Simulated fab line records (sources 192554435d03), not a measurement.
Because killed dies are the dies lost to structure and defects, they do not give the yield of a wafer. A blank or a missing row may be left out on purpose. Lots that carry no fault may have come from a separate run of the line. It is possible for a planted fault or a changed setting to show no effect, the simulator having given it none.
Matching of chambers || flow n5-finfet || N5_GATE_CUT_ETCH_58 on rie-diel-03: 4 sister chambers
The step etches SiNx in CH3F/O2, target depth 17 nm, time 128.6 s. 8 wafers are shown with their chamber, then 7 later ones without.

WAFERS PAIRED WITH THEIR CHAMBERS
{"wafer": "L599.5", "chamber": 2, "showerhead-plenum-p-Torr (Torr)": 2.07, "drypump-motor-current-A (A)": 5.3}
{"wafer": "L600.6", "chamber": 2, "showerhead-plenum-p-Torr (Torr)": 2.07, "drypump-motor-current-A (A)": 5.3}
{"wafer": "L601.1", "chamber": 1, "showerhead-plenum-p-Torr (Torr)": 1.92, "drypump-motor-current-A (A)": 5.7}
{"wafer": "L601.6", "chamber": 0, "showerhead-plenum-p-Torr (Torr)": 2.08, "drypump-motor-current-A (A)": 5.6}
{"wafer": "L608.3", "chamber": 1, "showerhead-plenum-p-Torr (Torr)": 1.91, "drypump-motor-current-A (A)": 5.7}
{"wafer": "L608.5", "chamber": 3, "showerhead-plenum-p-Torr (Torr)": 1.96, "drypump-motor-current-A (A)": 5.0}
{"wafer": "L617.2", "chamber": 0, "showerhead-plenum-p-Torr (Torr)": 2.07, "drypump-motor-current-A (A)": 5.6}
{"wafer": "L617.4", "chamber": 3, "showerhead-plenum-p-Torr (Torr)": 1.96, "drypump-motor-current-A (A)": 5.1}

WAFERS WITH NO CHAMBER GIVEN
{"wafer": "L617.5", "showerhead-plenum-p-Torr (Torr)": 2.06, "drypump-motor-current-A (A)": 5.3}
{"wafer": "L618.3", "showerhead-plenum-p-Torr (Torr)": 1.96, "drypump-motor-current-A (A)": 5.0}
{"wafer": "L618.5", "showerhead-plenum-p-Torr (Torr)": 2.07, "drypump-motor-current-A (A)": 5.6}
{"wafer": "L618.6", "showerhead-plenum-p-Torr (Torr)": 1.96, "drypump-motor-current-A (A)": 5.0}
{"wafer": "L619.1", "showerhead-plenum-p-Torr (Torr)": 2.05, "drypump-motor-current-A (A)": 5.3}
{"wafer": "L619.4", "showerhead-plenum-p-Torr (Torr)": 1.90, "drypump-motor-current-A (A)": 5.7}
{"wafer": "L619.5", "showerhead-plenum-p-Torr (Torr)": 2.07, "drypump-motor-current-A (A)": 5.6}

CHAMBER TAKEN BY EACH
{"wafer": "L617.5", "from the rows above": 2, "in truth": 2}
{"wafer": "L618.3", "from the rows above": 3, "in truth": 3}
{"wafer": "L618.5", "from the rows above": 0, "in truth": 0}
{"wafer": "L618.6", "from the rows above": 3, "in truth": 3}
{"wafer": "L619.1", "from the rows above": 2, "in truth": 2}
{"wafer": "L619.4", "from the rows above": 1, "in truth": 1}
{"wafer": "L619.5", "from the rows above": 0, "in truth": 0}
Correct placement for 7 of the 7. From these rows, 0 cannot be placed. 0 placed wrongly.
How it was worked out, from the rows above alone: a wafer's distance from a chamber is the root of the sum, over the readings, of the square of ((its reading less the chamber's mean) divided by the reading's scatter). If the next closest chamber is less than 2 further off than the closest, the wafer can't be placed; otherwise it belongs to the closest. For every chamber, the mean is computed from those of its wafers that are shown. The scatter is the square root of a quotient: the sum, over the shown wafers, of each reading's squared deviation from its chamber's mean, divided by wafers minus chambers.
